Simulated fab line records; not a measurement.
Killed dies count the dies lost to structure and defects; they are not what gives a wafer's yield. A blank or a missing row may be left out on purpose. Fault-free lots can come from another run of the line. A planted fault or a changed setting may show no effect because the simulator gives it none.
Comparing a struck lot with a sound one :: flow nand harc :: 15 out of 1159 route steps
Sound: wafers L981.2, L981.3, L981.5. Wafers struck: L995.2, L995.5, L995.6. The cause is named last.
For every step that has rows: the tool of each side, followed by ch and its chambers, followed by its first start. Under that, the readings that differ: sound wafers :: struck wafers :: difference of the means :: sigmas: that difference in standard deviations of wafers without a fault.
alike: words and numbers the same on both sides, and readings whose means are apart by under 2 such deviations; not compared: readings that were withheld, readings missing a value for some wafer, numbers with overlapping values and no deviation given by the record, and bounds like >300 which may hide the same value.
Wherever a step has rows on one side only, a row that says differs or no value, or a row with sigmas, the two part there. Non-overlapping numbers with no deviation appear without sigmas and do not part them. A reading that every wafer of one side lacks parts them only if that side has two wafers or more.

NHARC_P_GATE_DESCUM_13: chemistry O2, time 3 s.
  sound on rie diel-01 ch 0,1,3, day 4 01:01; struck on rie diel-01 ch 0,1,3, day 7 14:25
  alike: drypump motor current A, oes product au, rf vpp V, showerhead plenum p Torr, throttle valve pct
  not compared: rf hours counter h
then, 6 steps without rows for these wafers: NHARC_P_GATE_ETCH_14 (etches SiO2 in dHF, target depth 48.8 nm); NHARC_P_GATE_STRIP_15 (strips in SPM, time 780 s); NHARC_P_GATE_PRECLEAN_71 (cleans in SC1); NHARC_P_GATE_SRD_72; NHARC_P_GATE_OXIDE_16 (material SiO2, target thk 3 nm, ox time 392 s); NHARC_P_GATE_CVD_17 (deposits poly-Si, target thk 150 nm, time 900 s).
NHARC_P_GATE_HM_DEP_102: deposits aC, target thk 120 nm.
  sound on acl dep-03 ch 0, day 4 13:14; struck on acl dep-03 ch 0, day 8 03:44
  alike: throttle valve pct
NHARC_P_GATE_DEP_103: deposits SiON, target thk 30 nm.
  sound on pecvd-04 ch 0,1,2, day 4 13:47; struck on pecvd-04 ch 0,2, day 8 04:19
  alike: heater power w
then, 3 steps without rows for these wafers: NHARC_P_GATE_DEHYDRATE_18 (time 120 s); NHARC_P_GATE_HMDS_19 (time 30 s); NHARC_P_GATE_COAT_20 (resist thk 90 nm).
NHARC_P_GATE_SOFTBAKE_21: time 55 s.
  sound on litho track-04 ch 0, day 4 14:00; struck on litho track-01 ch 0, day 8 04:00
reading: heater power total W (W)
sound: 188.66 188.49 188.38
struck: 189.97 190.11 190.17
difference: +1.57
sigmas: +12

reading: plate temp C (C)
sound: 104.88 105.11 104.91
struck: 105.64 105.70 105.70
difference: +0.71
sigmas: +5
  alike: chill plate temp C
following that, these wafers have no rows for 1 step: NHARC_P_GATE_EBR_22.
-- record jumps: 15 days between struck wafers' starts before vs after; left off in module P_GATE, resumes in module END, first step shown is number 1159 of the route --
NHARC_END_SORT_01:
  sound on prober-01 ch 0, day 20 04:27; struck on prober-02 ch 0, day 22 18:52
  alike: killed at array, killed at other, killed at periphery, killed dies, killed open, killed short

## WHERE THEY PART
Within this record, at NHARC_P_GATE_SOFTBAKE_21 only. Later steps at which nothing parts them and some readings are alike: NHARC_END_SORT_01.

WHY: what the simulator had put in
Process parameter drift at NHARC_P_GATE_SOFTBAKE_21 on litho track-01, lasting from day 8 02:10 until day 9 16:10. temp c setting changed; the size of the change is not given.
